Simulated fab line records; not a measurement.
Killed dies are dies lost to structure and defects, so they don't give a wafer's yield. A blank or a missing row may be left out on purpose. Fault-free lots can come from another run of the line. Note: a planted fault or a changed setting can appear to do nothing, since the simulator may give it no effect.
Matching of chambers -- flow nand_harc -- rie_diel-12 running NHARC_A_M1_DESCUM_14: 4 sister chambers
The step chemistry O2, time 3 s. 8 wafers are shown with their chamber, then 9 later ones without.

== WAFERS, EACH WITH ITS CHAMBER ==
wafer,chamber,drypump_motor_current_A (A),throttle_valve_pct (%)
L080.4,0,5.3,11.321
L082.2,2,4.9,11.318
L082.6,0,5.3,11.327
L083.4,3,5.1,11.316
L083.6,3,5.1,11.288
L085.2,1,6.0,11.301
L085.3,2,4.8,11.324
L085.5,1,6.0,11.316

== WAFERS WHOSE CHAMBER IS MISSING ==
wafer,drypump_motor_current_A (A),throttle_valve_pct (%)
L090.1,4.9,11.311
L090.2,5.3,11.312
L090.6,6.0,11.316
L091.2,5.3,11.302
L091.3,6.0,11.291
L091.6,5.1,11.295
L096.1,5.3,11.324
L096.3,5.1,11.307
L096.4,4.9,11.307

== CHAMBER TAKEN BY EACH ==
wafer,from the rows above,in truth
L090.1,2,2
L090.2,0,0
L090.6,1,1
L091.2,0,0
L091.3,1,1
L091.6,3,3
L096.1,0,0
L096.3,3,3
L096.4,2,2
Correct placement for 9 of the 9. From these rows, 0 cannot be placed. Wrongly placed: 0.
How it was worked out, from the rows above alone: a wafer's distance from a chamber is the root of the sum, over the readings, of the square of ((its reading less the chamber's mean) divided by the reading's scatter). If the next closest chamber is less than 2 further off than the closest, the wafer can't be placed; otherwise it belongs to the closest. A chamber's mean is the mean of its shown wafers. The scatter is the square root of a quotient: the sum, over the shown wafers, of each reading's squared deviation from its chamber's mean, divided by wafers minus chambers.
